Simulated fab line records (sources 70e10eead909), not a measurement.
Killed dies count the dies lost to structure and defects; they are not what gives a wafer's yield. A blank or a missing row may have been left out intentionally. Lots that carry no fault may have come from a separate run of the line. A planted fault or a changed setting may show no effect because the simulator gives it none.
fab line records | flow nand_harc | part 1 of 2: steps 1 to 20 of 29
[record] lots = 5 wafers = 15 last_day = 30
route steps=1302 shown A_CONTACT@995
lots untouched by any fault: they come from a run of this same line in which no faults occurred
start_h: hours from the record's first day to the start of the lot's first wafer shown | wait_h: hours since the lot's step before | " as in the row above | L1.1+2: a row that stands for several wafers | - either no value or no given start | * or withheld: withheld | < > ~ a bound
route shown NAME@n: names a module that has steps shown in the file, with the first one's number in the route | usual: mean/standard deviation taken from wafers without a fault | same: alike in all rows | chamber/n: place in a boat | sites: the reading at each site | _std_site: the values' standard deviation | _edge_site: the outer-site mean with the inner-site mean subtracted | radius_mm: for every site, how far away it sits from the centre of the wafer | mask NAME#n: copy n | behind: the tool/chamber that last shaped the wafer | hold: cause of the lot's hold/its duration in hours/its outcome | device: whichever transistor did not switch (one of n, p or np) | end of line: tests run on the same wafers once the route is complete | a step without rows: its recipe alone | killed: count of dies lost to structure and defects at first sort (not the wafer's yield) | map: a wafer's dies, marking killed ones x, the rest . and places with no die _
set.NAME: the run value of the setting; set.NAME@STEP: its run value at that earlier step | model.NAME: the simulator's own value behind a step, which no gauge read
certain route steps with their lots: each step a table, each wafer a row
services: the hour from which a tool's chamber was out of use, counted from the record's first day as start_h (under 0 if before that day), plus the number of hours and why
[[steps]]
[step NHARC_A_CONTACT_PEB_40]
[recipe] peb_temp_c = 100 peb_time_s = 65
// columns lot.wafer tool chamber start_h wait_h
L077.3+5+6 litho_track-06 0 511.84 0.0
L082.1+2+3 litho_track-01 0 580.67 0.1
L084.3+4+5 litho_track-01 0 598.12 0.0
L088.1+3+6 litho_track-04 0 618.31 0.1
L091.1+4+5 litho_track-04 0 649.68 0.1
[step NHARC_A_CONTACT_DEVELOP_41]
[recipe] develop_time_s = 35 dev_temp_c = 23
// columns lot.wafer tool chamber start_h wait_h
L077.3+5+6 litho_track-06 0 - -
L082.1+2+3 litho_track-01 0 - -
L084.3+4+5 litho_track-01 0 - -
L088.1+3+6 litho_track-04 0 - -
L091.1+4+5 litho_track-04 0 - -
[step NHARC_A_CONTACT_CD_MEAS_42]
[recipe] target_cd_nm = 300 landing_energy_ev = 500
[usual] cd_nm = 299.9/0.51
// columns lot.wafer tool chamber start_h wait_h cd_nm
L077.3 cd_sem-03 0 511.92 - 300.2
L077.5 " 0 " " 299.2
L077.6 " 0 " " 299.4
L082.1 cd_sem-01 0 580.75 - 299.7
L082.2 " 0 " " 299.9
L082.3 " 0 " " 299.8
L084.3 cd_sem-03 0 598.20 - 299.5
L084.4 " 0 " " 299.8
L084.5 " 0 " " 300.1
L088.1 cd_sem-02 0 618.38 - 300.6
L088.3 " 0 " " 300.7
L088.6 " 0 " " 300.0
L091.1 cd_sem-03 0 649.76 - 300.7
L091.4 " 0 " " 299.5
L091.5 " 0 " " 300.1
[step NHARC_A_CONTACT_OVL_MEAS_43]
[usual] overlay_x_nm = -0.1/0.82 overlay_y_nm = 0.1/0.59
// columns lot.wafer tool chamber start_h wait_h overlay_x_nm overlay_y_nm
L077.3 overlay-02 - 512.01 - -0.4 0.5
L077.5 " - " " -0.4 0.1
L077.6 " - " " 0.0 0.8
L082.1 overlay-02 - 580.83 - 0.4 0.5
L082.2 " - " " 0.1 0.7
L082.3 " - " " 0.0 0.4
L084.3 overlay-01 - 598.28 - -0.6 1.0
L084.4 " - " " 0.4 0.3
L084.5 " - " " 0.2 0.2
L088.1 overlay-01 - 618.47 - -1.1 -0.2
L088.3 " - " " -1.0 0.3
L088.6 " - " " -0.8 -0.5
L091.1 overlay-02 - 649.85 - -0.4 -0.5
L091.4 " - " " -0.2 0.0
L091.5 " - " " -0.4 -0.7
[step NHARC_A_CONTACT_INSPECT_44]
[usual] raw_defect_count = 75/28
// columns lot.wafer tool chamber start_h wait_h raw_defect_count
L077.3 defect_inspect-01 - 512.04 0.0 46
L077.5 " - " " 59
L077.6 " - " " 81
L082.1 defect_inspect-02 - 580.87 0.0 122
L082.2 " - " " 129
L082.3 " - " " 116
L084.3 defect_inspect-02 - 598.32 0.0 25
L084.4 " - " " 37
L084.5 " - " " 37
L088.1 defect_inspect-02 - 618.51 0.0 51
L088.3 " - " " 51
L088.6 " - " " 47
L091.1 defect_inspect-02 - 649.89 0.0 60
L091.4 " - " " 65
L091.5 " - " " 56
[step NHARC_A_CONTACT_DESCUM_47]
[recipe] time_s = 3 o2_flow_sccm = 200 ar_flow_sccm = 0 bias_power_w = 0 chemistry = O2
[usual] drypump_motor_current_A = 6.0/0.39 mfc_ar_sccm = 0.013/0.013 oes_product_au = 0.995/0.012 rf_vpp_V = 57.8/0.85 showerhead_plenum_p_Torr = 1.91/0.087 throttle_valve_pct = 11.309/0.0091
// columns lot.wafer tool chamber start_h wait_h drypump_motor_current_A mfc_ar_sccm oes_product_au rf_hours_counter_h rf_vpp_V showerhead_plenum_p_Torr throttle_valve_pct
L077.3 rie_diel-01 1 512.13 0.1 5.6 0.017 0.985 42 57.1 1.93 11.307
L077.6 " 2 " " 6.0 0.016 1.008 - 57.7 1.90 11.316
L077.5 " 3 " " 6.2 0 0.995 - 58.1 1.81 11.319
L082.1 rie_diel-04 3 580.93 0.1 6.4 0 1.001 5 57.5 1.93 11.308
L082.2 " 0 " " 5.8 0.029 0.991 4 57.1 1.84 11.302
L082.3 " 1 " " 6.6 0 0.985 5 58.3 2.06 11.309
L084.3 rie_diel-01 3 598.38 0.1 6.2 0 0.995 6 56.8 1.80 11.322
L084.4 " 1 " " 5.7 0.017 0.974 8 56.9 1.92 11.286
L084.5 " 0 " " 5.4 0.022 0.988 - 57.1 1.83 11.318
L088.3 rie_diel-06 3 618.57 0.1 5.9 0.016 1.013 39 58.8 2.03 11.310
L088.1 " 2 " " 5.3 0 1.001 36 58.2 2.04 11.297
L088.6 " 3 " " 5.8 0.016 1.002 - 57.7 2.03 11.310
L091.4 rie_diel-04 2 649.95 0.1 6.4 0.033 1.009 18 58.1 1.83 11.319
L091.1 " 3 " " 6.4 0 0.997 18 58.3 1.92 11.314
L091.5 " 3 " " 6.4 0 0.995 - 58.3 1.92 11.310
[step NHARC_A_CONTACT_ETCH_48]
[recipe] target_depth_a = 390 over_etch_frac = 0.3 time_s = 65 ion_energy_ev = 80 cf4_flow_sccm = 150 ar_flow_sccm = 0 rf_w = 300 bias_w = 100 chemistry = CF4
[usual] drypump_motor_current_A = 6.1/0.38 mfc_ar_sccm = 0.012/0.013 oes_product_au = 0.994/0.011 rf_vpp_V = 151.2/1.2 showerhead_plenum_p_Torr = 1.77/0.076 throttle_valve_pct = 13.282/0.0097
// columns lot.wafer tool chamber start_h wait_h drypump_motor_current_A mfc_ar_sccm oes_product_au rf_hours_counter_h rf_vpp_V showerhead_plenum_p_Torr throttle_valve_pct
L077.3 rie_diel-01 2 512.19 0.1 6.0 0.016 0.993 46 152.5 1.75 13.286
L077.5 " 2 " " 6.0 0.016 0.988 - 150.5 1.75 13.292
L077.6 " 3 " " 6.2 0 0.987 - 150.9 1.68 13.273
L082.3 rie_diel-04 0 581.02 0.1 5.8 0.029 0.984 4 150.6 1.71 13.286
L082.2 " 2 " " 6.4 0.033 0.995 5 149.2 1.70 13.287
L082.1 " 3 " " 6.5 0 1.006 5 151.2 1.78 13.287
L084.4 rie_diel-01 3 598.47 0.1 6.2 0 0.980 6 150.1 1.67 13.301
L084.3 " 1 " " 5.7 0.017 0.976 8 151.5 1.77 13.280
L084.5 " 3 " " 6.2 0 0.985 - 151.6 1.67 13.286
L088.1 rie_diel-06 1 618.66 0.1 5.7 0 0.987 34 151.9 1.85 13.278
L088.3 " 2 " " 5.3 0 0.991 36 153.6 1.88 13.271
L088.6 " 0 " " 6.2 0 1.002 - 151.6 1.82 13.303
L091.1 rie_diel-04 1 650.05 0.1 6.6 0 0.996 18 151.9 1.89 13.295
L091.4 " 2 " " 6.3 0.033 1.005 18 150.0 1.70 13.287
L091.5 " 0 " " 5.8 0.029 0.982 - 151.2 1.70 13.291
[step NHARC_A_CONTACT_ETCH_49]
[recipe] target_depth_a = 2600 over_etch_frac = 0.3 time_s = 475.3 ion_energy_ev = 200 n2_flow_sccm = 150 h2_flow_sccm = 150 ar_flow_sccm = 0 rf_w = 400 bias_w = 150 chemistry = N2/H2
[usual] drypump_motor_current_A = 6.0/0.42 h2_flow_sccm = 150.0/0.47 mfc_ar_sccm = 0.013/0.013 oes_product_au = 0.995/0.011 rf_vpp_V = 430.4/2.8 showerhead_plenum_p_Torr = 2.04/0.096 throttle_valve_pct = 14.171/0.0096
// columns lot.wafer tool chamber start_h wait_h drypump_motor_current_A h2_flow_sccm mfc_ar_sccm oes_product_au rf_hours_counter_h rf_vpp_V showerhead_plenum_p_Torr throttle_valve_pct
L077.3 rie_diel-01 1 - - 5.6 150.2 0.017 0.994 43 432.6 2.06 14.169
L077.5 " 0 " " 5.3 150.5 0.022 1.000 - 427.8 1.96 14.169
L077.6 " 1 " " 5.6 150.5 0.017 0.994 - 430.8 2.06 14.175
L082.1 rie_diel-04 2 - - 6.4 149.9 0.033 1.000 5 430.1 1.96 14.182
L082.3 " 3 " " 6.4 149.0 0 1.012 5 432.0 2.05 14.160
L082.2 " 1 " " 6.6 150.3 0 0.992 5 434.3 2.20 14.181
L084.4 rie_diel-01 3 - - 6.3 150.2 0 0.997 6 425.8 1.91 14.165
L084.3 " 0 " " 5.4 149.4 0.022 1.010 6 428.3 1.95 14.175
L084.5 " 3 " " 6.3 149.5 0 0.992 - 424.5 1.91 14.170
L088.3 rie_diel-06 2 - - 5.3 150.6 0 0.999 36 434.6 2.18 14.176
L088.1 " 3 " " 5.9 149.8 0.016 1.007 39 433.4 2.16 14.176
L088.6 " 2 " " 5.3 150.3 0 1.002 - 434.5 2.18 14.173
L091.4 rie_diel-04 3 - - 6.4 150.3 0 0.998 18 431.3 2.05 14.166
L091.1 " 0 " " 5.8 149.2 0.029 0.982 16 429.6 1.96 14.172
L091.5 " 3 " " 6.4 150.2 0 1.005 - 432.1 2.05 14.167
[step NHARC_A_CONTACT_ETCH_50]
[recipe] target_depth_a = 1210 time_s = 60.5 cf4_flow_sccm = 100 chf3_flow_sccm = 30 ar_flow_sccm = 0 rf_w = 500 bias_w = 200 chemistry = CF4/CHF3
[usual] drypump_motor_current_A = 6.0/0.4 mfc_ar_sccm = 0.012/0.012 oes_product_au = 0.948/0.026 rf_vpp_V = 370.6/2.4 showerhead_plenum_p_Torr = 1.58/0.07 throttle_valve_pct = 16.804/0.011
// columns lot.wafer tool chamber start_h wait_h drypump_motor_current_A mfc_ar_sccm oes_product_au rf_hours_counter_h rf_vpp_V showerhead_plenum_p_Torr throttle_valve_pct
L077.3 rie_diel-01 2 - - 5.9 0.016 0.930 46 370.0 1.56 16.789
L077.6 " 2 " " 6.0 0.016 0.945 - 370.4 1.56 16.804
L077.5 " 3 " " 6.2 0 0.925 - 368.3 1.49 16.785
L082.2 rie_diel-04 3 - - 6.5 0 0.974 5 371.4 1.58 16.790
L082.1 " 0 " " 5.8 0.029 0.950 5 369.6 1.52 16.812
L082.3 " 1 " " 6.6 0 0.977 5 374.5 1.69 16.801
L084.3 rie_diel-01 1 - - 5.6 0.017 0.972 8 369.9 1.58 16.804
L084.4 " 3 " " 6.2 0 0.956 7 367.5 1.48 16.815
L084.5 " 2 " " 5.9 0.016 0.978 - 369.5 1.55 16.810
L088.3 rie_diel-06 3 - - 5.9 0.016 0.930 39 373.5 1.66 16.785
L088.1 " 0 " " 6.2 0 0.930 36 371.8 1.62 16.823
L088.6 " 0 " " 6.2 0 0.922 - 372.5 1.62 16.805
L091.4 rie_diel-04 2 - - 6.4 0.033 0.966 18 368.1 1.51 16.807
L091.1 " 1 " " 6.6 0 0.969 18 373.8 1.69 16.819
L091.5 " 3 " " 6.4 0 0.966 - 370.3 1.58 16.809
[step NHARC_A_CONTACT_ETCH_51]
[recipe] target_depth_a = 70000 over_etch_frac = 0.3 time_s = 1820 ion_energy_ev = 150 o2_flow_sccm = 400 cos_flow_sccm = 20 ar_flow_sccm = 0 rf_w = 500 bias_w = 300 chemistry = O2/COS
[usual] drypump_motor_current_A = 6.0/0.41 mfc_ar_sccm = 0.013/0.013 oes_product_au = 0.996/0.011 rf_vpp_V = 314.2/1.9 showerhead_plenum_p_Torr = 3.12/0.13 throttle_valve_pct = 28.331/0.0098
// columns lot.wafer tool chamber start_h wait_h drypump_motor_current_A mfc_ar_sccm oes_product_au rf_hours_counter_h rf_vpp_V showerhead_plenum_p_Torr throttle_valve_pct
L077.3 rie_diel-01 3 - - 6.3 0 0.983 45 312.8 2.95 28.333
L077.5 " 0 " " 5.3 0.022 1.003 - 314.1 3.00 28.341
L077.6 " 2 " " 6.0 0.016 1.005 - 311.9 3.09 28.326
L082.2 rie_diel-04 3 - - 6.4 0 1.011 5 315.5 3.14 28.318
L082.1 " 0 " " 5.8 0.029 0.988 5 312.7 3.01 28.346
L082.3 " 1 " " 6.6 0 0.992 5 317.0 3.35 28.334
L084.4 rie_diel-01 3 - - 6.3 0 1.007 7 311.3 2.94 28.332
L084.3 " 0 " " 5.3 0.022 1.002 7 312.4 2.99 28.324
L084.5 " 2 " " 6.0 0.016 1.010 - 312.9 3.08 28.322
L088.3 rie_diel-06 3 - - 5.9 0.016 1.009 40 316.4 3.30 28.324
L088.1 " 0 " " 6.2 0 1.024 36 315.5 3.22 28.325
L088.6 " 0 " " 6.2 0 1.016 - 315.0 3.22 28.340
L091.1 rie_diel-04 1 - - 6.6 0 0.992 18 317.0 3.35 28.333
L091.4 " 2 " " 6.3 0.033 1.009 18 313.0 3.00 28.319
L091.5 " 3 " " 6.4 0 0.996 - 314.2 3.13 28.335
[step NHARC_A_CONTACT_ETCH_111]
[recipe] source_w = withheld pressure_mtorr = 20 bias_v = withheld time_s = 140 target_depth_a = 7000 ar_flow_sccm = withheld c4f8_flow_sccm = withheld o2_flow_sccm = withheld chemistry = C4F8/O2/Ar
// columns lot.wafer tool chamber start_h wait_h rf_hours_counter_h
L077.3 har_cap_etch-03 1 517.13 - -
L077.6 " 1 " " -
L077.5 " 0 " " -
L082.2 har_cap_etch-03 1 582.76 - 57
L082.1 " 0 " " 57
L082.3 " 0 " " -
L084.4 har_cap_etch-02 1 600.33 - -
L084.3 " 0 " " -
L084.5 " 1 " " -
L088.1 har_cap_etch-01 1 620.42 - 16
L088.3 " 0 " " -
L088.6 " 0 " " -
L091.1 har_cap_etch-02 0 651.79 - 115
L091.4 " 0 " " -
L091.5 " 0 " " -
[step NHARC_A_CONTACT_ETCH_112]
[recipe] source_w = withheld pressure_mtorr = 20 bias_v = 3000 time_s = 190 target_depth_a = 18500 ar_flow_sccm = withheld c4f8_flow_sccm = withheld o2_flow_sccm = withheld chemistry = C4F8/O2/Ar
// columns lot.wafer tool chamber start_h wait_h rf_hours_counter_h
L077.3 har_cap_etch-03 1 517.33 0.2 -
L077.6 " 1 " " -
L077.5 " 0 " " -
L082.2 har_cap_etch-03 1 582.96 0.2 57
L082.1 " 0 " " 57
L082.3 " 0 " " -
L084.4 har_cap_etch-02 1 600.52 0.2 -
L084.3 " 0 " " -
L084.5 " 1 " " -
L088.1 har_cap_etch-01 1 620.61 0.2 16
L088.3 " 0 " " -
L088.6 " 0 " " -
L091.1 har_cap_etch-02 0 651.98 0.2 115
L091.4 " 0 " " -
L091.5 " 0 " " -
[step NHARC_A_CONTACT_ETCH_113]
[recipe] source_w = withheld pressure_mtorr = 20 bias_v = 3000 time_s = 190 target_depth_a = 18500 ar_flow_sccm = withheld c4f8_flow_sccm = withheld o2_flow_sccm = withheld chemistry = C4F8/O2/Ar
// columns lot.wafer tool chamber start_h wait_h rf_hours_counter_h
L077.3 har_cap_etch-03 1 517.50 0.1 -
L077.6 " 1 " " -
L077.5 " 0 " " -
L082.2 har_cap_etch-03 1 583.13 0.1 58
L082.1 " 0 " " 58
L082.3 " 0 " " -
L084.4 har_cap_etch-02 1 600.69 0.1 -
L084.3 " 0 " " -
L084.5 " 1 " " -
L088.1 har_cap_etch-01 1 620.78 0.1 16
L088.3 " 0 " " -
L088.6 " 0 " " -
L091.1 har_cap_etch-02 0 652.15 0.1 116
L091.4 " 0 " " -
L091.5 " 0 " " -
[step NHARC_A_CONTACT_ETCH_114]
[recipe] source_w = withheld pressure_mtorr = 20 bias_v = 3000 time_s = 190 target_depth_a = 18500 ar_flow_sccm = withheld c4f8_flow_sccm = withheld o2_flow_sccm = withheld chemistry = C4F8/O2/Ar
// columns lot.wafer tool chamber start_h wait_h rf_hours_counter_h
L077.3 har_cap_etch-03 1 517.67 0.1 -
L077.6 " 1 " " -
L077.5 " 0 " " -
L082.2 har_cap_etch-03 1 583.31 0.1 58
L082.1 " 0 " " 58
L082.3 " 0 " " -
L084.4 har_cap_etch-02 1 600.87 0.1 -
L084.3 " 0 " " -
L084.5 " 1 " " -
L088.1 har_cap_etch-01 1 620.95 0.1 17
L088.3 " 0 " " -
L088.6 " 0 " " -
L091.1 har_cap_etch-02 0 652.32 0.1 116
L091.4 " 0 " " -
L091.5 " 0 " " -
[step NHARC_A_CONTACT_ETCH_115]
[recipe] source_w = withheld pressure_mtorr = 20 bias_v = 3000 time_s = 190 target_depth_a = 18500 ar_flow_sccm = withheld c4f8_flow_sccm = withheld o2_flow_sccm = withheld chemistry = C4F8/O2/Ar
// columns lot.wafer tool chamber start_h wait_h rf_hours_counter_h
L077.3 har_cap_etch-03 1 517.84 0.1 -
L077.6 " 1 " " -
L077.5 " 0 " " -
L082.2 har_cap_etch-03 1 583.48 0.1 58
L082.1 " 0 " " 58
L082.3 " 0 " " -
L084.4 har_cap_etch-02 1 601.04 0.1 -
L084.3 " 0 " " -
L084.5 " 1 " " -
L088.1 har_cap_etch-01 1 621.12 0.1 17
L088.3 " 0 " " -
L088.6 " 0 " " -
L091.1 har_cap_etch-02 0 652.49 0.1 116
L091.4 " 0 " " -
L091.5 " 0 " " -
[step NHARC_A_CONTACT_ETCH_116]
[recipe] source_w = withheld pressure_mtorr = 20 bias_v = 3000 time_s = 190 target_depth_a = 18500 ar_flow_sccm = withheld c4f8_flow_sccm = withheld o2_flow_sccm = withheld chemistry = C4F8/O2/Ar
// columns lot.wafer tool chamber start_h wait_h rf_hours_counter_h
L077.3 har_cap_etch-03 1 518.01 0.1 -
L077.6 " 1 " " -
L077.5 " 0 " " -
L082.2 har_cap_etch-03 1 583.65 0.1 58
L082.1 " 0 " " 58
L082.3 " 0 " " -
L084.4 har_cap_etch-02 1 601.21 0.1 -
L084.3 " 0 " " -
L084.5 " 1 " " -
L088.1 har_cap_etch-01 1 621.29 0.1 17
L088.3 " 0 " " -
L088.6 " 0 " " -
L091.1 har_cap_etch-02 0 652.66 0.1 116
L091.4 " 0 " " -
L091.5 " 0 " " -
[step NHARC_A_CONTACT_ETCH_117]
[recipe] source_w = withheld pressure_mtorr = 20 bias_v = 3000 time_s = 190 target_depth_a = 18500 ar_flow_sccm = withheld c4f8_flow_sccm = withheld o2_flow_sccm = withheld chemistry = C4F8/O2/Ar
// columns lot.wafer tool chamber start_h wait_h rf_hours_counter_h
L077.3 har_cap_etch-03 1 518.18 0.1 -
L077.6 " 1 " " -
L077.5 " 0 " " -
L082.2 har_cap_etch-03 1 583.82 0.1 58
L082.1 " 0 " " 58
L082.3 " 0 " " -
L084.4 har_cap_etch-02 1 601.38 0.1 -
L084.3 " 0 " " -
L084.5 " 1 " " -
L088.1 har_cap_etch-01 1 621.46 0.1 17
L088.3 " 0 " " -
L088.6 " 0 " " -
L091.1 har_cap_etch-02 0 652.83 0.1 116
L091.4 " 0 " " -
L091.5 " 0 " " -
[step NHARC_A_CONTACT_ETCH_118]
[recipe] source_w = withheld pressure_mtorr = 20 bias_v = 3000 time_s = 190 target_depth_a = 18500 ar_flow_sccm = withheld c4f8_flow_sccm = withheld o2_flow_sccm = withheld chemistry = C4F8/O2/Ar
// columns lot.wafer tool chamber start_h wait_h rf_hours_counter_h
L077.3 har_cap_etch-03 1 518.35 0.1 -
L077.6 " 1 " " -
L077.5 " 0 " " -
L082.2 har_cap_etch-03 1 583.99 0.1 58
L082.1 " 0 " " 58
L082.3 " 0 " " -
L084.4 har_cap_etch-02 1 601.55 0.1 -
L084.3 " 0 " " -
L084.5 " 1 " " -
L088.1 har_cap_etch-01 1 621.63 0.1 17
L088.3 " 0 " " -
L088.6 " 0 " " -
L091.1 har_cap_etch-02 0 653.00 0.1 116
L091.4 " 0 " " -
L091.5 " 0 " " -
[step NHARC_A_CONTACT_ETCH_119]
[recipe] source_w = withheld pressure_mtorr = 20 bias_v = 3000 time_s = 190 target_depth_a = 18500 ar_flow_sccm = withheld c4f8_flow_sccm = withheld o2_flow_sccm = withheld chemistry = C4F8/O2/Ar
// columns lot.wafer tool chamber start_h wait_h rf_hours_counter_h
L077.3 har_cap_etch-03 1 518.52 0.1 -
L077.6 " 1 " " -
L077.5 " 0 " " -
L082.2 har_cap_etch-03 1 584.16 0.1 59
L082.1 " 0 " " 59
L082.3 " 0 " " -
L084.4 har_cap_etch-02 1 601.72 0.1 -
L084.3 " 0 " " -
L084.5 " 1 " " -
L088.1 har_cap_etch-01 1 621.80 0.1 17
L088.3 " 0 " " -
L088.6 " 0 " " -
L091.1 har_cap_etch-02 0 653.17 0.1 116
L091.4 " 0 " " -
L091.5 " 0 " " -
[step NHARC_A_CONTACT_ETCH_120]
[recipe] source_w = withheld pressure_mtorr = 20 bias_v = 3000 time_s = 190 target_depth_a = 18500 ar_flow_sccm = withheld c4f8_flow_sccm = withheld o2_flow_sccm = withheld chemistry = C4F8/O2/Ar
// columns lot.wafer tool chamber start_h wait_h rf_hours_counter_h
L077.3 har_cap_etch-03 1 518.69 0.1 -
L077.6 " 1 " " -
L077.5 " 0 " " -
L082.2 har_cap_etch-03 1 584.33 0.1 59
L082.1 " 0 " " 59
L082.3 " 0 " " -
L084.4 har_cap_etch-02 1 601.89 0.1 -
L084.3 " 0 " " -
L084.5 " 1 " " -
L088.1 har_cap_etch-01 1 621.98 0.1 18
L088.3 " 0 " " -
L088.6 " 0 " " -
L091.1 har_cap_etch-02 0 653.35 0.1 117
L091.4 " 0 " " -
L091.5 " 0 " " -
